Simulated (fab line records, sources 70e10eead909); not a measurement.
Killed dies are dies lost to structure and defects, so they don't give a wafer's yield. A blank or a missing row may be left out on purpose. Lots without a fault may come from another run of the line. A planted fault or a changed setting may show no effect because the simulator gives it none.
A struck lot beside a sound one | flow nand_harc | 13 steps out of a route of 1159
Sound: wafers L639.3, L639.4, L639.5. Struck: wafers L637.4, L637.5, L637.6. The cause comes at the end.
At each step with rows: each side's tool, then ch and its chambers, then its first start. Under that, the readings that differ: sound wafers | struck wafers | difference of the means | sigmas: that difference in standard deviations of wafers without a fault.
alike: readings whose means differ by less than 2 such deviations, and words and numbers that are the same on both sides. not compared: withheld readings, readings that some wafer has no value for, bounds like >300 that may hide the same value, and numbers for which the record gives no deviation and whose values overlap.
The two part at a step that has a row with sigmas, a row that says differs or no value, or rows on one side only. Numbers that don't overlap but have no deviation are shown without sigmas and don't part them. A reading that every wafer of one side lacks parts them only if that side has two wafers or more.

NHARC_P_M0_CMP_23: polishes, t overpolish 20 s, target thk 117.53 nm.
  sound on cmp-04 ch 0,2,3, day 9 09:39; struck on cmp-01 ch 0,3, day 8 15:53
  alike: motor_current_A, time_to_endpoint_s
NHARC_P_M0_THK_MEAS_24: measures by xrf.
  sound on film_metro-01, day 9 09:56; struck on film_metro-02, day 8 16:10
  alike: thk_nm
then, 1 step without rows for these wafers: NHARC_P_M0_SRD_25.
NHARC_P_M0_INSPECT_27:
  sound on defect_inspect-02, day 9 10:06; struck on defect_inspect-02, day 8 16:20
  alike: raw_defect_count
NHARC_P_M0_PRE_CLEAN_31: time 12 s.
  sound on pecvd-01 ch 1,2, day 9 10:51; struck on pecvd-01 ch 0,1,2, day 8 16:26
  alike: heater_power_w
NHARC_P_M0_DEP_32: deposits SiCN, target thk 30 nm.
  sound on pecvd-01 ch 1,2, day 9 10:59; struck on pecvd-01 ch 0,1,2, day 8 16:37
  alike: heater_power_w
then, 5 steps without rows for these wafers: NHARC_P_M1_DEP_00 (deposits SiOC, target thk 182.5 nm); NHARC_P_M1_DEHYDRATE_01 (time 120 s); NHARC_P_M1_HMDS_02 (time 30 s); NHARC_P_M1_COAT_34 (time 65 s); NHARC_P_M1_COAT_03 (resist thk 90 nm).
NHARC_P_M1_SOFTBAKE_04: time 55 s.
  sound on litho_track-04 ch 0, day 9 11:00; struck on litho_track-01 ch 0, day 8 17:00
  reading                  | sound                | struck               | difference | sigmas
  heater_power_total_W (W) | 188.75 188.36 188.49 | 179.95 179.89 179.71 | -8.68      | -58
then, 1 step without rows for these wafers: NHARC_P_M1_EBR_05.

WHERE THEY PART
Only at NHARC_P_M1_SOFTBAKE_04, within this record.

WHY: what the simulator had put in
Process parameter drift: litho_track-01, from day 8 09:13 on, at NHARC_P_M1_SOFTBAKE_04. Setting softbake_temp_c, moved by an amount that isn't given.
